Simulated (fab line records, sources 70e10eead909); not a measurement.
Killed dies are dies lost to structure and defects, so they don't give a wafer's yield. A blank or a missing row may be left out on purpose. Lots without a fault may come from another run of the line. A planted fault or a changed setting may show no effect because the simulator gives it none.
Chamber matching | flow nand_harc | NHARC_A_CONTACT_ETCH_110 on rie_diel-11: 4 sister chambers
The step etches the open film in CF4/O2, target depth 50 nm, overetch 5 nm, time 27.5 s. 24 wafers are shown with their chamber, then 12 later ones without.

WAFERS WITH THEIR CHAMBER
wafer  | chamber | showerhead_plenum_p_Torr (Torr) | drypump_motor_current_A (A) | rf_vpp_V (V)
L074.4 | 0       | 1.32                            | 5.3                         | 197.1
L074.5 | 1       | 1.36                            | 5.5                         | 198.3
L074.6 | 2       | 1.42                            | 6.0                         | 200.5
L075.3 | 1       | 1.36                            | 5.5                         | 199.0
L075.5 | 3       | 1.36                            | 5.9                         | 198.9
L075.6 | 2       | 1.42                            | 6.0                         | 199.4
L076.1 | 1       | 1.36                            | 5.5                         | 198.8
L076.4 | 3       | 1.36                            | 5.9                         | 198.6
L076.6 | 0       | 1.32                            | 5.3                         | 198.4
L077.1 | 2       | 1.42                            | 6.0                         | 199.5
L077.3 | 0       | 1.32                            | 5.3                         | 198.5
L077.5 | 0       | 1.32                            | 5.3                         | 197.1
L080.1 | 0       | 1.32                            | 5.3                         | 197.5
L080.2 | 1       | 1.35                            | 5.6                         | 198.4
L080.3 | 3       | 1.36                            | 5.9                         | 197.8
L082.1 | 2       | 1.41                            | 6.1                         | 199.1
L082.4 | 3       | 1.36                            | 5.9                         | 198.8
L082.5 | 2       | 1.41                            | 6.1                         | 198.6
L084.1 | 0       | 1.32                            | 5.3                         | 197.1
L084.4 | 3       | 1.36                            | 5.9                         | 198.1
L084.5 | 2       | 1.41                            | 6.0                         | 199.8
L086.1 | 2       | 1.41                            | 6.1                         | 198.5
L086.2 | 1       | 1.35                            | 5.5                         | 198.3
L086.3 | 0       | 1.32                            | 5.3                         | 197.1

SIGNATURES (means of the wafers above)
reading                  | chamber 0 | chamber 1 | chamber 2 | chamber 3 | scatter within a chamber
showerhead_plenum_p_Torr | 1.3200    | 1.3560    | 1.4143    | 1.3600    | 0.00382
drypump_motor_current_A  | 5.300     | 5.520     | 6.043     | 5.900     | 0.0355
rf_vpp_V                 | 197.543   | 198.560   | 199.343   | 198.440   | 0.576
Rule: a wafer's distance from a chamber is the root of the sum, over the readings, of the square of ((its reading less the chamber's mean) divided by the reading's scatter). The wafer belongs to the nearest chamber; if the next one is less than 2 further off, it can't be placed. The scatter: the root of (the sum of the squares of (reading less its chamber's mean) over the shown wafers, divided by (wafers less chambers)).

WAFERS WITHOUT THEIR CHAMBER
wafer  | showerhead_plenum_p_Torr (Torr) | drypump_motor_current_A (A) | rf_vpp_V (V)
L091.2 | 1.41                            | 6.1                         | 199.7
L091.4 | 1.35                            | 5.6                         | 196.9
L091.6 | 1.41                            | 6.0                         | 199.3
L089.1 | 1.41                            | 6.0                         | 199.1
L089.3 | 1.35                            | 5.9                         | 198.0
L089.6 | 1.41                            | 6.1                         | 199.8
L094.1 | 1.41                            | 6.0                         | 198.2
L094.4 | 1.35                            | 5.5                         | 197.9
L094.6 | 1.31                            | 5.3                         | 197.3
L097.1 | 1.35                            | 5.5                         | 198.0
L097.2 | 1.41                            | 6.1                         | 199.1
L097.6 | 1.35                            | 5.9                         | 197.7

WHICH CHAMBER EACH WENT THROUGH
wafer  | from the rows above | in truth
L091.2 | 2                   | 2
L091.4 | 1                   | 1
L091.6 | 2                   | 2
L089.1 | 2                   | 2
L089.3 | 3                   | 3
L089.6 | 2                   | 2
L094.1 | 2                   | 2
L094.4 | 1                   | 1
L094.6 | 0                   | 0
L097.1 | 1                   | 1
L097.2 | 2                   | 2
L097.6 | 3                   | 3
Placed correctly: 12 of 12. Can't be placed from these rows: 0. Placed wrongly: 0.
